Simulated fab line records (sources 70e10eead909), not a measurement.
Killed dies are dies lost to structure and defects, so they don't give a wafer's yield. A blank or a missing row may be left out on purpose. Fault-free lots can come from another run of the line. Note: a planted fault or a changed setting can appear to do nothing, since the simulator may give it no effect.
fab line records	flow nandHarc
record: lots: 14	wafers: 40	lastDay: 33
route steps=1302 shown P_BONDPAD@371 A_START@389 A_ZERO_WELL@399 END@1302
lots with no fault: from the same line, run without faults
startH: the number of hours between the record's first day and the start of the first shown wafer of the lot	waitH: time in hours since the lot's previous step	" repeats the value in the row above	L1.1+2: one row covering several wafers at once	- no value, or no start given	* or withheld: withheld	< > ~ a bound
route shown NAME@n: names a module that has steps shown in the file, with the first one's number in the route	usual: the fault-free wafers' mean and standard deviation	same: alike in all rows	chamber/n: place in a boat	sites: per-site readings	_std_site: standard deviation across them	_edge_site: the outer-site mean with the inner-site mean subtracted	radiusMm: for every site, how far away it sits from the centre of the wafer	mask NAME#n: copy n	behind: the most recent tool/chamber to have shaped the wafer	hold: reason for holding the lot/hours on hold/outcome of the hold	device: the transistor (n, p or np) that didn't switch	end of line: tests run on the same wafers once the route is complete	a step given without rows: its recipe and nothing more	killed: the dies lost at the first sort to structure and to defects; this is not the yield of the wafer	map: per-die view of a wafer (x killed, . not killed, _ where there is no die)
set.NAME: setting as actually run; set.NAME@STEP: the setting as run at that earlier step	model.NAME: the simulator's own value behind a step, which no gauge read
the route's steps for a sample of lots (tables are steps, rows are wafers)
services: a tool's chamber out of use, with start hour (startH, from the record's first day; less than 0 if before it), hours out, and reason
== steps ==
step: NHARC_P_BONDPAD_STRIP_15
recipe: o2FlowSccm: 500	arFlowSccm: 0	biasW: 0	chemistry: O2
usual: drypumpMotorCurrentA: 5.3/0.56	oesProductAu: 1.000/0.0089	rfVppV: 57.7/0.92	showerheadPlenumPTorr: 3.54/0.11	throttleValvePct: 17.036/0.0091
lot.wafer	tool	chamber	startH	waitH	drypumpMotorCurrentA	oesProductAu	rfHoursCounterH	rfVppV	showerheadPlenumPTorr	throttleValvePct
L715.3	rieDiel-07	1	139.19	0.1	4.9	1.000	0.5	58.1	3.31	17.026
L715.2	"	3	"	"	5.1	1.013	0.4	59.1	3.67	17.023
L715.6	"	1	"	"	4.9	1.002	-	57.8	3.31	17.022
L716.3	rieDiel-13	0	146.19	0.1	5.0	0.993	9.8	57.1	3.55	17.031
L716.1	"	2	"	"	6.5	1.000	10.4	57.8	3.60	17.040
L716.6	"	2	"	"	6.4	0.998	-	58.1	3.60	17.044
L717.3	rieDiel-06	2	156.22	0.1	5.3	1.007	1.1	58.5	3.74	17.025
L717.6	"	0	"	"	5.5	0.998	-	57.7	3.41	17.043
L717.5	"	1	"	"	4.8	0.999	-	59.2	3.63	17.032
L718.3	rieDiel-06	2	169.45	0.1	5.4	1.006	1.7	59.3	3.74	17.038
L718.1	"	3	"	"	4.7	1.003	2.2	57.0	3.45	17.037
L718.5	"	1	"	"	4.8	1.008	-	57.5	3.63	17.041
L719.2	rieDiel-06	3	177.36	0.1	4.8	0.998	2.4	59.0	3.45	17.024
L719.1	"	0	"	"	5.4	0.999	2.7	57.6	3.41	17.037
L719.5	"	1	"	"	4.8	1.001	-	57.9	3.63	17.031
L720.3	rieDiel-06	3	189.83	0.1	4.8	1.007	3.5	57.5	3.45	17.038
L720.1	"	1	"	"	4.8	1.008	2.8	58.6	3.63	17.031
L720.4	"	2	"	"	5.3	1.015	-	58.4	3.74	17.039
L721.1	rieDiel-07	2	195.51	0.1	6.1	1.003	1.6	57.3	3.62	17.050
L721.3	"	0	"	"	4.8	0.993	2.1	56.6	3.43	17.034
L721.5	"	3	"	"	5.1	1.002	-	58.8	3.67	17.037
L722.2	rieDiel-13	2	200.61	0.1	6.5	0.992	1.3	57.5	3.60	17.031
L722.1	"	3	"	"	5.6	1.008	1.0	58.0	3.56	17.038
L722.6	"	2	"	"	6.5	1.001	-	56.2	3.60	17.026
L723.1	rieDiel-13	1	212.71	0.1	5.1	1.002	1.5	57.2	3.49	17.047
L723.4	"	2	"	"	6.5	0.998	1.5	56.6	3.60	17.045
L723.5	"	2	"	"	6.5	0.998	-	57.5	3.60	17.029
L728.1	rieDiel-06	2	277.40	0.1	5.3	1.027	6.9	59.9	3.74	17.028
L728.5	"	3	"	"	4.8	0.997	-	55.7	3.44	17.027
L728.6	"	0	"	"	5.4	1.001	-	58.1	3.41	17.033
L729.1	rieDiel-13	2	278.44	0.1	6.5	0.996	6.0	56.1	3.60	17.037
L729.3	"	0	"	"	5.0	1.003	5.7	56.1	3.55	17.029
L729.5	"	3	"	"	5.6	1.016	-	57.7	3.56	17.027
L732.1	rieDiel-13	0	307.80	0.1	5.0	0.980	7.2	57.3	3.54	17.047
L732.5	"	2	"	"	6.5	0.999	-	58.2	3.60	17.047
L734.6	rieDiel-07	3	330.79	0.1	5.1	0.997	-	58.6	3.66	17.041
L734.5	"	0	"	"	4.8	0.982	-	57.7	3.43	17.035
L735.1	rieDiel-13	1	339.62	0.1	5.1	0.997	9.4	56.4	3.49	17.042
L735.3	"	3	"	"	5.6	1.001	5.8	56.5	3.56	17.037
L735.6	"	1	"	"	5.1	0.988	-	56.7	3.49	17.033
step: NHARC_P_BONDPAD_ANNEAL_28
recipe: tempC: 225	timeS: 90
usual: wafer_temp_C_max: 226.1/0.35
lot.wafer	tool	chamber	startH	waitH	wafer_temp_C_max
L715.2	rtpAnneal-02	0	140.51	-	226.0
L715.3	"	0	"	"	225.7
L715.6	"	0	"	"	225.8
L716.1	rtpAnneal-01	0	147.53	0.3	226.4
L716.3	"	0	"	"	226.4
L716.6	"	0	"	"	226.6
L717.3	rtpAnneal-01	0	157.73	0.4	226.2
L717.5	"	0	"	"	226.1
L717.6	"	0	"	"	226.7
L718.1	rtpAnneal-02	0	170.70	-	226.1
L718.3	"	0	"	"	225.9
L718.5	"	0	"	"	226.1
L719.1	rtpAnneal-01	0	178.61	-	226.4
L719.2	"	0	"	"	226.6
L719.5	"	0	"	"	226.7
L720.1	rtpAnneal-01	0	191.15	-	226.3
L720.3	"	0	"	"	226.0
L720.4	"	0	"	"	226.2
L721.1	rtpAnneal-02	0	196.80	-	225.5
L721.3	"	0	"	"	225.9
L721.5	"	0	"	"	225.9
L722.1	rtpAnneal-02	0	201.88	-	225.6
L722.2	"	0	"	"	226.2
L722.6	"	0	"	"	226.1
L723.1	rtpAnneal-01	0	213.99	0.3	225.9
L723.4	"	0	"	"	227.2
L723.5	"	0	"	"	226.0
L728.1	rtpAnneal-02	0	278.64	-	225.6
L728.5	"	0	"	"	225.8
L728.6	"	0	"	"	225.8
L729.1	rtpAnneal-02	0	279.72	-	226.2
L729.3	"	0	"	"	225.9
L729.5	"	0	"	"	225.8
L732.1	rtpAnneal-01	0	309.04	0.3	226.4
L732.5	"	0	"	"	226.1
L734.5	rtpAnneal-01	0	332.27	0.3	226.9
L734.6	"	0	"	"	226.1
L735.1	rtpAnneal-02	0	341.42	-	225.5
L735.3	"	0	"	"	226.0
L735.6	"	0	"	"	225.8
step: NHARC_A_START_INSPECT_01
usual: rawDefectCount: 3.2/1.9
lot.wafer	tool	chamber	startH	waitH	rawDefectCount
L715.2	defectInspect-01	-	141.83	-	3
L715.3	"	-	"	"	5
L715.6	"	-	"	"	7
L716.1	defectInspect-01	-	148.92	-	2
L716.3	"	-	"	"	1
L716.6	"	-	"	"	8
L717.3	defectInspect-02	-	158.99	-	6
L717.5	"	-	"	"	4
L717.6	"	-	"	"	4
L718.1	defectInspect-01	-	172.04	-	4
L718.3	"	-	"	"	4
L718.5	"	-	"	"	5
L719.1	defectInspect-02	-	179.97	-	5
L719.2	"	-	"	"	2
L719.5	"	-	"	"	5
L720.1	defectInspect-01	-	192.49	-	3
L720.3	"	-	"	"	1
L720.4	"	-	"	"	3
L721.1	defectInspect-01	-	198.16	-	4
L721.3	"	-	"	"	4
L721.5	"	-	"	"	2
L722.1	defectInspect-01	-	203.21	-	3
L722.2	"	-	"	"	1
L722.6	"	-	"	"	0
L723.1	defectInspect-01	-	215.35	-	3
L723.4	"	-	"	"	0
L723.5	"	-	"	"	2
L728.1	defectInspect-02	-	280.03	-	3
L728.5	"	-	"	"	6
L728.6	"	-	"	"	3
L729.1	defectInspect-01	-	281.07	-	5
L729.3	"	-	"	"	5
L729.5	"	-	"	"	5
L732.1	defectInspect-02	-	310.40	-	6
L732.5	"	-	"	"	5
L734.5	defectInspect-01	-	333.41	-	0
L734.6	"	-	"	"	2
L735.1	defectInspect-01	-	342.82	-	3
L735.3	"	-	"	"	2
L735.6	"	-	"	"	1
step: NHARC_A_ZERO_WELL_PEB_08
recipe: pebTempC: 128	pebTimeS: 80
usual: heaterPowerTotalW: 189.8/0.71
lot.wafer	tool	chamber	startH	waitH	heaterPowerTotalW
L715.2	lithoTrack-02	0	142.59	0.1	190.4
L715.3	"	0	"	"	189.6
L715.6	"	0	"	"	190.6
L716.1	lithoTrack-07	0	149.67	0.1	189.0
L716.3	"	0	"	"	190.0
L716.6	"	0	"	"	190.4
L717.3	lithoTrack-05	0	159.62	0.1	189.1
L717.5	"	0	"	"	189.6
L717.6	"	0	"	"	190.5
L718.1	lithoTrack-02	0	172.80	0.1	188.8
L718.3	"	0	"	"	189.6
L718.5	"	0	"	"	188.8
L719.1	lithoTrack-05	0	180.73	0.1	190.0
L719.2	"	0	"	"	190.5
L719.5	"	0	"	"	188.9
L720.1	lithoTrack-07	0	193.24	0.1	190.3
L720.3	"	0	"	"	190.6
L720.4	"	0	"	"	189.9
L721.1	lithoTrack-05	0	198.91	0.1	190.6
L721.3	"	0	"	"	190.7
L721.5	"	0	"	"	189.7
L722.1	lithoTrack-02	0	203.96	0.1	190.3
L722.2	"	0	"	"	190.0
L722.6	"	0	"	"	190.8
L723.1	lithoTrack-05	0	216.10	0.1	189.1
L723.4	"	0	"	"	189.9
L723.5	"	0	"	"	190.6
L728.1	lithoTrack-07	0	280.79	0.1	189.8
L728.5	"	0	"	"	190.4
L728.6	"	0	"	"	190.5
L729.1	lithoTrack-05	0	281.69	0.1	190.7
L729.3	"	0	"	"	189.1
L729.5	"	0	"	"	190.6
L732.1	lithoTrack-05	0	311.15	0.1	220.0
L732.5	"	0	"	"	190.7
L734.5	lithoTrack-05	0	334.16	0.0	189.3
L734.6	"	0	"	"	219.3
L735.1	lithoTrack-05	0	343.57	0.1	219.7
L735.3	"	0	"	"	189.1
L735.6	"	0	"	"	218.9
step: NHARC_END_SORT_01
recipe: tempC: 25
usual: killedAtArray: 65/19	killedAtOther: 0.9/1.1	killedAtPeriphery: 3.5/2.3	killedDies: 69/19	killedOpen: 3.2/1.8	killedShort: 2.4/1.5
same: grossDies: 677
lot.wafer	tool	chamber	startH	waitH	killedAtArray	killedAtOther	killedAtPeriphery	killedDies	killedOpen	killedShort
L715.2	prober-01	0	574.76	2.8	55	0	4	59	2	1
L715.3	prober-01	0	575.55	3.1	60	0	3	63	3	2
L715.6	prober-01	0	577.93	4.0	59	1	2	62	2	1
L716.1	prober-02	0	577.48	2.5	50	0	3	53	2	4
L716.3	prober-02	0	579.07	3.1	34	1	10	45	3	4
L716.6	prober-02	0	581.47	4.0	32	0	8	40	5	1
L718.1	prober-02	0	587.53	2.5	43	1	3	47	2	3
L718.3	prober-02	0	589.12	3.1	55	1	4	60	4	1
L718.5	prober-02	0	590.71	3.7	44	3	2	49	1	2
L717.3	prober-01	0	589.14	3.1	53	0	3	56	3	3
L717.5	prober-01	0	590.74	3.7	61	0	7	68	5	4
L717.6	prober-01	0	591.54	4.0	65	0	1	66	2	4
L719.1	prober-02	0	608.03	2.5	69	1	3	73	1	6
L719.2	prober-02	0	608.83	2.8	59	1	4	64	4	6
L719.5	prober-02	0	611.26	3.7	75	2	1	78	5	1
L721.1	prober-01	0	618.74	2.5	72	0	5	77	4	2
L721.3	prober-01	0	620.33	3.1	86	1	4	91	4	1
L721.5	prober-01	0	621.93	3.7	82	0	2	84	3	1
L720.1	prober-01	0	627.30	2.5	28	2	1	31	4	2
L720.3	prober-01	0	628.89	3.1	31	2	4	37	5	3
L720.4	prober-01	0	629.69	3.4	23	1	2	26	3	0
L722.1	prober-02	0	627.31	2.5	49	0	5	54	2	3
L722.2	prober-02	0	628.11	2.8	52	1	9	62	7	2
L722.6	prober-02	0	631.32	4.0	53	0	11	64	4	4
L723.1	prober-01	0	639.94	2.5	63	0	5	68	2	1
L723.4	prober-01	0	642.34	3.4	57	1	6	64	6	1
L723.5	prober-01	0	643.14	3.7	66	3	5	74	2	3
L729.1	prober-01	0	704.96	2.5	78	0	0	78	1	0
L729.3	prober-01	0	706.55	3.1	70	0	3	73	5	2
L729.5	prober-01	0	708.15	3.7	75	0	0	75	2	5
L728.1	prober-02	0	714.74	2.5	53	0	5	58	4	1
L728.5	prober-02	0	717.98	3.7	45	0	6	51	2	4
L728.6	prober-02	0	718.79	4.1	51	0	3	54	0	1
L732.1	prober-02	0	726.42	2.5	102	0	3	105	2	3
L732.5	prober-02	0	729.64	3.7	89	0	6	95	7	3
L734.5	prober-02	0	775.32	3.7	86	2	5	93	2	1
L734.6	prober-02	0	776.12	4.0	78	4	4	86	6	6
L735.1	prober-02	0	779.92	2.5	59	2	4	65	7	2
L735.3	prober-02	0	781.51	3.1	64	2	5	71	6	1
L735.6	prober-02	0	783.89	4.0	65	0	0	65	3	5
killed by level:class
L715.2 A_CHANNEL_HOLE_D2:chamberFilmFlake=32 A_CHANNEL_HOLE_D1:chamberFilmFlake=18 P_STI:chamberFilmFlake=2 A_STAIRCASE:chamberFilmFlake=2 P_M1:geometricParticle:short=1 A_ONON_D2:geometricParticle:open=1 A_CONTACT:geometricParticle:open=1 P_BONDPAD:chamberFilmFlake=1
L715.3 A_CHANNEL_HOLE_D2:chamberFilmFlake=26 A_CHANNEL_HOLE_D1:chamberFilmFlake=22 P_GATE:chamberFilmFlake=2 A_STAIRCASE:chamberFilmFlake=2 A_WL_FILL:chamberFilmFlake=2 A_CONTACT:chamberFilmFlake=2 A_SOURCE_PLATE:geometricParticle:open=1 A_DECK1_JOINT:geometricParticle:short=1
L716.1 A_SLIT:chamberFilmFlake=26 A_CHANNEL_HOLE_D2:chamberFilmFlake=8 A_CHANNEL_HOLE_D1:chamberFilmFlake=3 A_CHANNEL_FILL_D1:chamberFilmFlake=3 A_CONTACT:chamberFilmFlake=3 A_ONON_D2:geometricParticle:short=2 P_CONTACT:chamberFilmFlake=2 P_M0:geometricParticle:open=1
L715.6 A_CHANNEL_HOLE_D1:chamberFilmFlake=28 A_CHANNEL_HOLE_D2:chamberFilmFlake=23 A_CONTACT:chamberFilmFlake=4 A_CHANNEL_FILL_D2:geometricParticle:open=1 A_M0:geometricParticle:open=1 STARTING-WAFER:geometricParticle:short=1 P_ZERO_WELL:chamberFilmFlake=1 P_STI:chamberFilmFlake=1
L716.3 A_SLIT:chamberFilmFlake=22 A_CHANNEL_HOLE_D2:chamberFilmFlake=5 P_CONTACT:chamberFilmFlake=4 P_STI:chamberFilmFlake=3 A_ONON_D1:geometricParticle:open=2 P_M2:geometricParticle:short=1 A_ONON_D1:geometricParticle:short=1 A_DECK1_JOINT:geometricParticle:open=1
L716.6 A_SLIT:chamberFilmFlake=20 P_CONTACT:chamberFilmFlake=3 A_STAIRCASE:chamberFilmFlake=2 A_CHANNEL_HOLE_D2:chamberFilmFlake=2 A_CONTACT:chamberFilmFlake=2 P_CONTACT:geometricParticle:open=1 P_M0:geometricParticle:open=1 A_ONON_D1:geometricParticle:open=1
L718.1 A_SLIT:chamberFilmFlake=20 A_CHANNEL_HOLE_D2:chamberFilmFlake=7 A_CONTACT:chamberFilmFlake=6 A_WL_FILL:chamberFilmFlake=3 P_GATE:chamberFilmFlake=2 A_CHANNEL_HOLE_D1:chamberFilmFlake=2 P_CONTACT:geometricParticle:open=1 A_SGD_CUT:geometricParticle:open=1
L718.3 A_SLIT:chamberFilmFlake=24 A_CHANNEL_HOLE_D2:chamberFilmFlake=13 A_CONTACT:chamberFilmFlake=10 A_STAIRCASE:chamberFilmFlake=3 A_WL_FILL:geometricParticle:open=2 A_WL_FILL:chamberFilmFlake=2 P_GATE:geometricParticle:open=1 P_M0:geometricParticle:open=1
L717.3 A_CHANNEL_HOLE_D1:chamberFilmFlake=34 A_CHANNEL_HOLE_D2:chamberFilmFlake=7 A_CONTACT:chamberFilmFlake=4 A_ONON_D2:geometricParticle:open=2 P_M2:geometricParticle:open=1 A_CHANNEL_HOLE_D1:geometricParticle:short=1 A_ONON_D2:geometricParticle:short=1 A_CHANNEL_FILL_D2:geometricParticle:short=1
L718.5 A_SLIT:chamberFilmFlake=19 A_CHANNEL_HOLE_D2:chamberFilmFlake=9 A_CONTACT:chamberFilmFlake=5 A_CHANNEL_HOLE_D1:chamberFilmFlake=3 HYBRID_BOND:chamberFilmFlake=3 A_STAIRCASE:chamberFilmFlake=3 A_SOURCE_PLATE:geometricParticle:short=1 A_CHANNEL_FILL_D1:geometricParticle:short=1
L717.5 A_CHANNEL_HOLE_D1:chamberFilmFlake=35 A_CHANNEL_HOLE_D2:chamberFilmFlake=12 A_CONTACT:chamberFilmFlake=4 A_STAIRCASE:chamberFilmFlake=3 P_CONTACT:chamberFilmFlake=2 P_STI:geometricParticle:open=1 P_CONTACT:geometricParticle:short=1 P_CONTACT:geometricParticle:open=1
L717.6 A_CHANNEL_HOLE_D1:chamberFilmFlake=35 A_CHANNEL_HOLE_D2:chamberFilmFlake=16 A_STAIRCASE:chamberFilmFlake=3 A_CONTACT:chamberFilmFlake=3 A_WL_FILL:geometricParticle:short=2 A_WL_FILL:chamberFilmFlake=2 P_M0:geometricParticle:short=1 A_CHANNEL_FILL_D1:geometricParticle:open=1
L719.1 A_CHANNEL_HOLE_D1:chamberFilmFlake=29 A_CHANNEL_HOLE_D2:chamberFilmFlake=25 A_CONTACT:chamberFilmFlake=4 A_SGD_CUT:geometricParticle:short=2 P_STI:chamberFilmFlake=2 A_CHANNEL_FILL_D2:chamberFilmFlake=2 A_STAIRCASE:chamberFilmFlake=2 P_CONTACT:geometricParticle:open=1
L719.2 A_CHANNEL_HOLE_D2:chamberFilmFlake=24 A_CHANNEL_HOLE_D1:chamberFilmFlake=18 A_CONTACT:chamberFilmFlake=4 A_SGD_CUT:geometricParticle:short=2 P_GATE:chamberFilmFlake=2 A_SLIT:chamberFilmFlake=2 P_CONTACT:geometricParticle:open=1 A_ONON_D1:geometricParticle:short=1
L719.5 A_CHANNEL_HOLE_D1:chamberFilmFlake=29 A_CHANNEL_HOLE_D2:chamberFilmFlake=28 A_CONTACT:chamberFilmFlake=7 A_STAIRCASE:chamberFilmFlake=2 A_WL_FILL:geometricParticle:open=2 A_BLC:chamberFilmFlake=2 THIN_TSV:chamberFilmFlake=2 P_STI:geometricParticle:open=1
L721.1 A_CHANNEL_HOLE_D2:chamberFilmFlake=32 A_SLIT:chamberFilmFlake=26 A_CHANNEL_HOLE_D1:chamberFilmFlake=5 P_M0:geometricParticle:open=2 P_GATE:chamberFilmFlake=2 A_BLC:chamberFilmFlake=2 A_M0:chamberFilmFlake=2 A_ONON_D1:geometricParticle:short=1
L721.3 A_SLIT:chamberFilmFlake=35 A_CHANNEL_HOLE_D2:chamberFilmFlake=34 A_M0:chamberFilmFlake=5 A_CHANNEL_HOLE_D1:chamberFilmFlake=4 A_STAIRCASE:chamberFilmFlake=3 P_ZERO_WELL:chamberFilmFlake=2 P_M0:geometricParticle:open=1 A_ONON_D1:geometricParticle:open=1
L721.5 A_CHANNEL_HOLE_D2:chamberFilmFlake=30 A_SLIT:chamberFilmFlake=30 A_CHANNEL_HOLE_D1:chamberFilmFlake=7 A_M0:chamberFilmFlake=4 A_STAIRCASE:chamberFilmFlake=2 A_CONTACT:chamberFilmFlake=2 A_BLC:chamberFilmFlake=2 A_CHANNEL_FILL_D1:geometricParticle:open=1
L720.1 A_CHANNEL_HOLE_D2:chamberFilmFlake=12 A_STAIRCASE:chamberFilmFlake=3 A_CHANNEL_HOLE_D1:chamberFilmFlake=2 THIN_TSV:chamberFilmFlake=2 A_SOURCE_PLATE:geometricParticle:open=1 A_ONON_D1:geometricParticle:short=1 A_CHANNEL_FILL_D1:geometricParticle:short=1 A_CHANNEL_FILL_D2:geometricParticle:open=1
L722.1 A_CHANNEL_HOLE_D1:chamberFilmFlake=25 A_CHANNEL_HOLE_D2:chamberFilmFlake=16 P_GATE:chamberFilmFlake=4 A_CONTACT:chamberFilmFlake=3 A_ONON_D1:geometricParticle:open=2 P_CONTACT:geometricParticle:short=1 A_WL_FILL:geometricParticle:short=1 A_M0:geometricParticle:short=1
L722.2 A_CHANNEL_HOLE_D1:chamberFilmFlake=28 A_CHANNEL_HOLE_D2:chamberFilmFlake=10 A_CONTACT:chamberFilmFlake=5 P_GATE:chamberFilmFlake=3 P_M0:chamberFilmFlake=3 P_M0:geometricParticle:open=2 A_STAIRCASE:chamberFilmFlake=2 P_CONTACT:geometricParticle:open=1
L720.3 A_CHANNEL_HOLE_D2:chamberFilmFlake=17 A_WL_FILL:chamberFilmFlake=6 A_WL_FILL:geometricParticle:open=2 P_GATE:chamberFilmFlake=2 P_CONTACT:geometricParticle:open=1 P_M1:geometricParticle:short=1 A_CHANNEL_HOLE_D2:geometricParticle:short=1 A_CHANNEL_FILL_D2:geometricParticle:open=1
L720.4 A_CHANNEL_HOLE_D2:chamberFilmFlake=9 A_WL_FILL:chamberFilmFlake=6 A_CHANNEL_HOLE_D1:chamberFilmFlake=3 A_STAIRCASE:chamberFilmFlake=3 P_M0:geometricParticle:open=2 A_CHANNEL_HOLE_D2:geometricParticle:open=1 A_SLIT:chamberFilmFlake=1 THIN_TSV:chamberFilmFlake=1
L722.6 A_CHANNEL_HOLE_D1:chamberFilmFlake=32 A_CHANNEL_HOLE_D2:chamberFilmFlake=12 P_M0:chamberFilmFlake=7 P_GATE:chamberFilmFlake=2 A_STAIRCASE:chamberFilmFlake=2 P_CONTACT:geometricParticle:short=1 P_M0:geometricParticle:open=1 A_CHANNEL_FILL_D1:geometricParticle:open=1
L723.1 A_CHANNEL_HOLE_D1:chamberFilmFlake=33 A_CHANNEL_HOLE_D2:chamberFilmFlake=16 A_CONTACT:chamberFilmFlake=6 A_DECK1_JOINT:chamberFilmFlake=4 P_CONTACT:geometricParticle:open=1 P_M0:geometricParticle:open=1 A_ONON_D1:geometricParticle:short=1 P_ZERO_WELL:chamberFilmFlake=1
L723.4 A_CHANNEL_HOLE_D1:chamberFilmFlake=30 A_CHANNEL_HOLE_D2:chamberFilmFlake=12 A_SLIT:chamberFilmFlake=5 A_CONTACT:chamberFilmFlake=4 P_GATE:geometricParticle:open=2 P_GATE:chamberFilmFlake=2 P_CONTACT:geometricParticle:open=1 A_SOURCE_PLATE:geometricParticle:open=1
L723.5 A_CHANNEL_HOLE_D1:chamberFilmFlake=35 A_CHANNEL_HOLE_D2:chamberFilmFlake=17 A_CONTACT:chamberFilmFlake=7 P_GATE:chamberFilmFlake=2 A_STAIRCASE:chamberFilmFlake=2 THIN_TSV:chamberFilmFlake=2 P_CONTACT:geometricParticle:open=1 P_M0:geometricParticle:short=1
L729.1 A_SLIT:chamberFilmFlake=40 A_CHANNEL_HOLE_D1:chamberFilmFlake=31 A_SGD_CUT:chamberFilmFlake=2 A_CONTACT:chamberFilmFlake=2 A_CHANNEL_HOLE_D2:geometricParticle:open=1 A_CHANNEL_FILL_D1:chamberFilmFlake=1 A_CHANNEL_HOLE_D2:chamberFilmFlake=1
L729.3 A_CHANNEL_HOLE_D1:chamberFilmFlake=32 A_SLIT:chamberFilmFlake=31 A_WL_FILL:chamberFilmFlake=2 P_CONTACT:geometricParticle:open=1 P_M1:geometricParticle:short=1 P_M1:geometricParticle:open=1 A_ONON_D2:geometricParticle:short=1 A_ONON_D2:geometricParticle:open=1
L729.5 A_SLIT:chamberFilmFlake=37 A_CHANNEL_HOLE_D1:chamberFilmFlake=25 A_DECK1_JOINT:chamberFilmFlake=3 A_SOURCE_PLATE:geometricParticle:short=1 A_CHANNEL_FILL_D1:geometricParticle:short=1 A_DECK1_JOINT:geometricParticle:short=1 A_WL_FILL:geometricParticle:short=1 A_WL_FILL:geometricParticle:open=1
L728.1 A_CHANNEL_HOLE_D2:chamberFilmFlake=19 A_CONTACT:chamberFilmFlake=10 A_CHANNEL_HOLE_D1:chamberFilmFlake=8 A_SGD_CUT:chamberFilmFlake=5 A_WL_FILL:chamberFilmFlake=4 P_GATE:chamberFilmFlake=3 A_M0:geometricParticle:open=2 A_SLIT:chamberFilmFlake=2
L728.5 A_CHANNEL_HOLE_D2:chamberFilmFlake=19 A_CHANNEL_HOLE_D1:chamberFilmFlake=8 A_CONTACT:chamberFilmFlake=8 P_GATE:chamberFilmFlake=3 A_SGD_CUT:chamberFilmFlake=2 A_M1:chamberFilmFlake=2 P_GATE:geometricParticle:short=1 P_CONTACT:geometricParticle:open=1
L728.6 A_CHANNEL_HOLE_D2:chamberFilmFlake=13 A_CHANNEL_HOLE_D1:chamberFilmFlake=10 A_CONTACT:chamberFilmFlake=8 A_SGD_CUT:chamberFilmFlake=5 A_SLIT:chamberFilmFlake=4 A_WL_FILL:chamberFilmFlake=4 A_DECK1_JOINT:chamberFilmFlake=2 A_CHANNEL_FILL_D2:chamberFilmFlake=2
L732.1 A_CHANNEL_HOLE_D1:chamberFilmFlake=37 A_SLIT:chamberFilmFlake=34 A_CHANNEL_HOLE_D2:chamberFilmFlake=23 A_CONTACT:chamberFilmFlake=3 P_CONTACT:geometricParticle:open=1 A_CHANNEL_FILL_D2:geometricParticle:open=1 A_SLIT:geometricParticle:short=1 A_M0:geometricParticle:short=1
L732.5 A_CHANNEL_HOLE_D1:chamberFilmFlake=29 A_SLIT:chamberFilmFlake=25 A_CHANNEL_HOLE_D2:chamberFilmFlake=15 A_CONTACT:chamberFilmFlake=7 A_STAIRCASE:chamberFilmFlake=3 P_M0:chamberFilmFlake=2 P_M0:geometricParticle:open=1 P_M2:geometricParticle:short=1
L734.5 A_CHANNEL_HOLE_D1:chamberFilmFlake=37 A_CHANNEL_HOLE_D2:chamberFilmFlake=31 A_CONTACT:chamberFilmFlake=7 P_GATE:chamberFilmFlake=3 A_SLIT:chamberFilmFlake=3 A_STAIRCASE:chamberFilmFlake=2 A_WL_FILL:chamberFilmFlake=2 THIN_TSV:chamberFilmFlake=2
L734.6 A_CHANNEL_HOLE_D1:chamberFilmFlake=34 A_CHANNEL_HOLE_D2:chamberFilmFlake=22 A_SLIT:chamberFilmFlake=5 A_CONTACT:chamberFilmFlake=5 THIN_TSV:chamberFilmFlake=4 A_ONON_D2:geometricParticle:short=2 A_CHANNEL_FILL_D2:geometricParticle:open=2 A_M0:geometricParticle:short=2
L735.1 A_SLIT:chamberFilmFlake=29 A_CHANNEL_HOLE_D1:chamberFilmFlake=16 A_CONTACT:chamberFilmFlake=4 P_M0:geometricParticle:open=1 P_M2:geometricParticle:open=1 A_CHANNEL_FILL_D1:geometricParticle:open=1 A_CHANNEL_HOLE_D2:geometricParticle:open=1 A_SGD_CUT:geometricParticle:open=1
L735.3 A_SLIT:chamberFilmFlake=32 A_CHANNEL_HOLE_D1:chamberFilmFlake=18 A_CONTACT:chamberFilmFlake=5 P_M2:chamberFilmFlake=4 A_M1:geometricParticle:open=2 A_CHANNEL_HOLE_D2:chamberFilmFlake=2 THIN_TSV:chamberFilmFlake=2 P_M2:geometricParticle:open=1
L735.6 A_SLIT:chamberFilmFlake=33 A_CHANNEL_HOLE_D1:chamberFilmFlake=17 A_STAIRCASE:chamberFilmFlake=4 A_CHANNEL_FILL_D2:geometricParticle:short=3 A_CHANNEL_FILL_D2:geometricParticle:open=2 A_CONTACT:chamberFilmFlake=2 A_CHANNEL_FILL_D1:geometricParticle:short=1 A_SGD_CUT:geometricParticle:open=1
== services ==
tool	chamber	startH	hours	kind
rieDiel-07	-	117.20	9.0	pm
lithoTrack-05	-	124.00	7.0	pm
rieDiel-06	-	130.22	9.0	pm
rieDiel-13	-	133.65	0.4	repair
rieDiel-13	1	142.36	4.2	repair
rieDiel-06	-	163.10	2.6	repair
rieDiel-13	-	165.32	9.0	pm
rieDiel-07	3	166.02	8.9	repair
rieDiel-06	1	181.75	4.7	repair
rieDiel-06	0	186.77	7.7	repair
rieDiel-07	1	187.59	3.4	repair
rieDiel-07	-	191.11	0.8	repair
rieDiel-06	1	192.74	4.4	repair
rieDiel-06	1	207.79	1.9	repair
rieDiel-07	3	225.28	14.1	repair
lithoTrack-02	-	227.00	7.0	pm
rieDiel-06	2	233.21	12.9	repair
rieDiel-13	3	243.16	34.5	repair
lithoTrack-07	-	251.00	7.0	pm
rieDiel-07	0	274.78	9.3	repair
rieDiel-07	-	294.20	9.0	pm
lithoTrack-05	-	299.00	7.0	pm
rieDiel-06	-	307.22	9.0	pm
rieDiel-13	-	342.32	9.0	pm
== key ==
firstSign: step: NHARC_A_ZERO_WELL_PEB_08	reading: heaterPowerTotalW	direction: up	sigmas: 41	usual: *	struck: *
effect none on later readings
metAt NHARC_A_ZERO_WELL_PEB_08
struckLots L732,L734,L735
struckWafers L732.1,L734.6,L735.1,L735.6
testerLeftOut L732,L734,L735
notActingAt NHARC_P_BONDPAD_STRIP_15,NHARC_P_BONDPAD_ANNEAL_28,NHARC_A_START_INSPECT_01
onsetBetween 281.69 311.15
fault: kind: processParameterDrift	tool: lithoTrack-05	chamber: -	onsetH: 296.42	steps: NHARC_A_ZERO_WELL_PEB_08	channel: pebTimeS	offset: *	shape: step	endH: 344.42	scope: struckWafersOnly	actsIn: *	stated: *
testerLeftOut: of these lots the tester's yield and bins aren't shown, on N5 and GAA mostly nor the transistor test; their killed dies are dies lost to structure and defects alone, not to doping, threshold or leakage, so they don't give the yield
